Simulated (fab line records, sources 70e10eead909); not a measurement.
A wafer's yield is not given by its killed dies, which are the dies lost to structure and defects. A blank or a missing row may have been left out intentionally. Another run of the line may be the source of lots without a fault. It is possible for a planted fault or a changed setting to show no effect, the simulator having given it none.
Chamber matching :: flow nandHarc :: NHARC_A_STAIRCASE_DESCUM_443 on rieDiel-08: 4 sister chambers
The step chemistry O2, time 3 s. 18 wafers are shown with their chamber, then 9 later ones without.

## WAFERS PAIRED WITH THEIR CHAMBERS
wafer: L076.1
chamber: 2
drypumpMotorCurrentA (A): 5.5
showerheadPlenumPTorr (Torr): 2.01
rfVppV (V): 59.3

wafer: L076.5
chamber: 3
drypumpMotorCurrentA (A): 6.2
showerheadPlenumPTorr (Torr): 1.99
rfVppV (V): 58.4

wafer: L076.6
chamber: 2
drypumpMotorCurrentA (A): 5.5
showerheadPlenumPTorr (Torr): 2.01
rfVppV (V): 57.4

wafer: L078.3
chamber: 0
drypumpMotorCurrentA (A): 5.2
showerheadPlenumPTorr (Torr): 1.88
rfVppV (V): 57.5

wafer: L078.4
chamber: 3
drypumpMotorCurrentA (A): 6.1
showerheadPlenumPTorr (Torr): 1.98
rfVppV (V): 58.6

wafer: L078.5
chamber: 0
drypumpMotorCurrentA (A): 5.2
showerheadPlenumPTorr (Torr): 1.88
rfVppV (V): 59.0

wafer: L081.2
chamber: 2
drypumpMotorCurrentA (A): 5.5
showerheadPlenumPTorr (Torr): 2.01
rfVppV (V): 57.0

wafer: L081.3
chamber: 3
drypumpMotorCurrentA (A): 6.2
showerheadPlenumPTorr (Torr): 1.98
rfVppV (V): 57.2

wafer: L081.4
chamber: 3
drypumpMotorCurrentA (A): 6.2
showerheadPlenumPTorr (Torr): 1.98
rfVppV (V): 57.7

wafer: L084.1
chamber: 0
drypumpMotorCurrentA (A): 5.2
showerheadPlenumPTorr (Torr): 1.87
rfVppV (V): 57.9

wafer: L084.4
chamber: 3
drypumpMotorCurrentA (A): 6.2
showerheadPlenumPTorr (Torr): 1.98
rfVppV (V): 56.4

wafer: L084.6
chamber: 2
drypumpMotorCurrentA (A): 5.5
showerheadPlenumPTorr (Torr): 2.01
rfVppV (V): 57.2

wafer: L085.2
chamber: 0
drypumpMotorCurrentA (A): 5.2
showerheadPlenumPTorr (Torr): 1.87
rfVppV (V): 60.1

wafer: L085.3
chamber: 2
drypumpMotorCurrentA (A): 5.5
showerheadPlenumPTorr (Torr): 2.01
rfVppV (V): 59.4

wafer: L085.6
chamber: 3
drypumpMotorCurrentA (A): 6.2
showerheadPlenumPTorr (Torr): 1.98
rfVppV (V): 57.4

wafer: L087.1
chamber: 1
drypumpMotorCurrentA (A): 5.7
showerheadPlenumPTorr (Torr): 2.02
rfVppV (V): 59.9

wafer: L087.3
chamber: 2
drypumpMotorCurrentA (A): 5.5
showerheadPlenumPTorr (Torr): 2.01
rfVppV (V): 57.7

wafer: L087.5
chamber: 0
drypumpMotorCurrentA (A): 5.2
showerheadPlenumPTorr (Torr): 1.87
rfVppV (V): 57.1

SIGNATURES (averages over the wafers above)
reading: drypumpMotorCurrentA
chamber 0: 5.200
chamber 1: 5.700
chamber 2: 5.500
chamber 3: 6.183
scatter within a chamber: 0.0244

reading: showerheadPlenumPTorr
chamber 0: 1.8740
chamber 1: 2.0200
chamber 2: 2.0100
chamber 3: 1.9817
scatter within a chamber: 0.00381

reading: rfVppV
chamber 0: 58.320
chamber 1: 59.900
chamber 2: 58.000
chamber 3: 57.617
scatter within a chamber: 1.03
Rule: for a wafer and a chamber, the distance is found by dividing, reading by reading, the gap between the wafer's reading and the chamber's mean by the reading's scatter, squaring, summing and taking the root. If the next closest chamber is less than 2 further off than the closest, the wafer can't be placed; otherwise it belongs to the closest. The scatter is the square root of a quotient: the sum, over the shown wafers, of each reading's squared deviation from its chamber's mean, divided by wafers minus chambers.

## WAFERS WHOSE CHAMBER IS MISSING
wafer: L089.1
drypumpMotorCurrentA (A): 5.7
showerheadPlenumPTorr (Torr): 2.01
rfVppV (V): 59.1

wafer: L089.3
drypumpMotorCurrentA (A): 6.2
showerheadPlenumPTorr (Torr): 1.97
rfVppV (V): 57.9

wafer: L089.6
drypumpMotorCurrentA (A): 5.5
showerheadPlenumPTorr (Torr): 2.00
rfVppV (V): 58.7

wafer: L092.2
drypumpMotorCurrentA (A): 5.2
showerheadPlenumPTorr (Torr): 1.87
rfVppV (V): 57.7

wafer: L092.4
drypumpMotorCurrentA (A): 6.2
showerheadPlenumPTorr (Torr): 1.97
rfVppV (V): 57.9

wafer: L092.5
drypumpMotorCurrentA (A): 5.7
showerheadPlenumPTorr (Torr): 2.01
rfVppV (V): 58.2

wafer: L096.3
drypumpMotorCurrentA (A): 5.5
showerheadPlenumPTorr (Torr): 2.00
rfVppV (V): 57.8

wafer: L096.5
drypumpMotorCurrentA (A): 5.2
showerheadPlenumPTorr (Torr): 1.86
rfVppV (V): 57.6

wafer: L096.6
drypumpMotorCurrentA (A): 5.7
showerheadPlenumPTorr (Torr): 2.01
rfVppV (V): 59.3

## WHICH CHAMBER EACH ONE RAN IN
wafer: L089.1
from the rows above: 1
in truth: 1

wafer: L089.3
from the rows above: 3
in truth: 3

wafer: L089.6
from the rows above: 2
in truth: 2

wafer: L092.2
from the rows above: 0
in truth: 0

wafer: L092.4
from the rows above: 3
in truth: 3

wafer: L092.5
from the rows above: 1
in truth: 1

wafer: L096.3
from the rows above: 2
in truth: 2

wafer: L096.5
from the rows above: 0
in truth: 0

wafer: L096.6
from the rows above: 1
in truth: 1
Correct placement for 9 of the 9. Not placeable from these rows: 0. Placed wrongly: 0.
